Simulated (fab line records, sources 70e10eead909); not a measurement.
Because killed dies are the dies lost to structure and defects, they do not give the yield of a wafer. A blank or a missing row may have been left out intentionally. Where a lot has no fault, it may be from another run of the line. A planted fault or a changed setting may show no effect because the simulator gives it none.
Problem report in the 8D (eight disciplines) form, filled by code || flow nand harc || the parts of the form that need people (team, actions taken, sign-off) are left out

1. WHAT WENT WRONG
time to endpoint s at NHARC_P_M2_CMP_23 reads a mean of 11.5 s on 3 wafers of 2 lots; wafers without a fault read 28.8 s with a standard deviation of 2.1. Measured from the usual mean, that is -8.3 standard deviations.
The step: polishes, t overpolish 20 s, target thk 144.3 nm.
Earliest sighting: wafer L962.3 on cmp-04 at day 15 12:03. At this step, 39 wafers from 13 lots have a number in the record. Rule for "out", or "out of limits": more than 4 standard deviations from the usual mean. The other wafers with a number count as sound.

2. WHAT IT IS; WHAT IT IS NOT
{"question": "which readings at this step", "is": "time to endpoint s", "is not": "motor current A, slurry flow ml min"}
{"question": "which lots", "is": "L962, L963", "is not": "L941, L943, L944, L946, L947, L948, L949, L953, L954, L955, L964"}
{"question": "which wafers of those lots", "is": "L962.3, L962.5, L963.3", "is not": "L962.6, L963.2, L963.5"}
{"question": "read on which tools", "is": "cmp-02, cmp-04", "is not": "cmp-03"}
{"question": "when", "is": "from day 15 12:03", "is not": "up to then (31 sound wafers); but 5 sound wafers of L963, L964 came after"}

3. THE SUSPECTS, EACH WITH WHAT RULES IT OUT
Counting: any tool at a process step up to the reading remains a suspect provided it ran every lot that is out. Sound lots after the first of them don't rule it out here, since some wafers of a struck lot are sound.
- ecd cu-01 at NHARC_P_M2_ECD_22 (material Cu, target thk 400 nm): kept. It processed each lot that is out (first: L962, day 15 11:22); up to then, its last sound lot is L955 (day 12 12:43).
Left after counting: ecd cu-01 at NHARC_P_M2_ECD_22.

4. THE CAUSE (what the simulator had put in)
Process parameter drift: ecd cu-01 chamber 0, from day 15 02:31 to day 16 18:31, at NHARC_P_M2_ECD_22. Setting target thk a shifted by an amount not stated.
Counting left only this tool.

5. THE EFFECT CHAIN, in route order
One row per reading whose mean, taken over the struck wafers that have a number, lies over 3 standard deviations from the usual. Only readings for which the record gives a usual standard deviation are gone through. hours: the time from each lot's start at the first step in this table that gives one to its start at this step, as a median over the lots. sigmas: the change in usual standard deviations.
{"hours": 0, "step": "NHARC_P_M2_CMP_23", "reading": "time to endpoint s", "usual": "28.8 s", "on struck wafers": 11.5, "change": -17.3, "sigmas": -8.3}
It contains these process steps:
- NHARC_P_M2_CMP_23: polishes, t overpolish 20 s, target thk 144.3 nm.
At these later measuring or inspecting steps, every struck wafer for which the step has a row has a number for every such reading, and none has moved that far: NHARC_P_M2_THK_MEAS_24, NHARC_END_SORT_01.

6. HOW IT WOULD HAVE BEEN CAUGHT EARLIER
10 hours passed between the start of the fault at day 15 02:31 and the first reading out of limits in this record, taken at day 15 12:03.
L963, from the lots that are out (2), started NHARC_P_M2_ECD_22 on ecd cu-01 later than day 15 12:03. Had the tool been put on hold then, it would have been spared.
